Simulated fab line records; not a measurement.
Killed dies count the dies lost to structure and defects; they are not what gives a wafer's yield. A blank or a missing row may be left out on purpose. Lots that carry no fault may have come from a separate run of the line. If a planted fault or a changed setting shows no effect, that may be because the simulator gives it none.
Chamber matching    flow nand_harc    rie_diel-12 running NHARC_A_STAIRCASE_TRIM_229: 4 sister chambers
The step chemistry O2, time 211.2 s. 18 wafers are shown with their chamber, then 9 later ones without.

## WAFERS, EACH WITH ITS CHAMBER
wafer   chamber  showerhead_plenum_p_Torr (Torr)  o2_flow_sccm (sccm)  oes_product_au (a.u.)
L074.2  0        3.67                             500.7                1.000
L074.3  1        3.79                             500.1                0.998
L074.6  0        3.67                             501.6                0.996
L075.4  3        3.46                             497.3                0.991
L075.5  1        3.79                             497.8                0.989
L075.6  2        3.37                             501.0                0.990
L078.1  1        3.78                             498.7                0.989
L078.3  2        3.36                             499.5                0.995
L078.6  2        3.36                             499.3                0.991
L087.1  2        3.35                             499.8                0.991
L087.5  0        3.64                             498.0                1.002
L087.6  2        3.35                             498.5                1.000
L088.2  0        3.64                             503.2                1.000
L088.3  1        3.77                             499.8                1.004
L088.6  1        3.77                             502.1                1.000
L089.1  3        3.44                             497.5                0.991
L089.5  1        3.77                             500.8                0.994
L089.6  0        3.64                             502.1                1.006

SIGNATURES (averages over the wafers above)
reading                   chamber 0  chamber 1  chamber 2  chamber 3  scatter within a chamber
showerhead_plenum_p_Torr  3.6520     3.7783     3.3580     3.4500     0.0121
o2_flow_sccm              501.120    499.883    499.620    497.400    1.47
oes_product_au            1.00080    0.99567    0.99340    0.99100    0.00469
Rule: a wafer's distance from a chamber is the root of the sum, over the readings, of the square of ((its reading less the chamber's mean) divided by the reading's scatter). The wafer belongs to the nearest chamber; if the next one is less than 2 further off, it can't be placed. The scatter: the root of (the sum of the squares of (reading less its chamber's mean) over the shown wafers, divided by (wafers less chambers)).

## WAFERS WITH NO CHAMBER GIVEN
wafer   showerhead_plenum_p_Torr (Torr)  o2_flow_sccm (sccm)  oes_product_au (a.u.)
L091.2  3.76                             500.6                0.997
L091.4  3.44                             500.2                0.998
L091.5  3.34                             495.4                1.000
L095.1  3.43                             498.7                1.002
L095.3  3.63                             496.3                0.996
L095.4  3.33                             499.5                0.991
L097.1  3.75                             499.1                1.010
L097.3  3.43                             499.8                1.010
L097.4  3.33                             501.3                1.012

## WHICH CHAMBER EACH ONE RAN IN
wafer   from the rows above  in truth
L091.2  1                    1
L091.4  3                    3
L091.5  2                    2
L095.1  3                    3
L095.3  0                    0
L095.4  2                    2
L097.1  1                    1
L097.3  3                    3
L097.4  2                    2
Correctly placed: 9 of 9. From these rows, 0 cannot be placed. Number placed wrongly: 0.
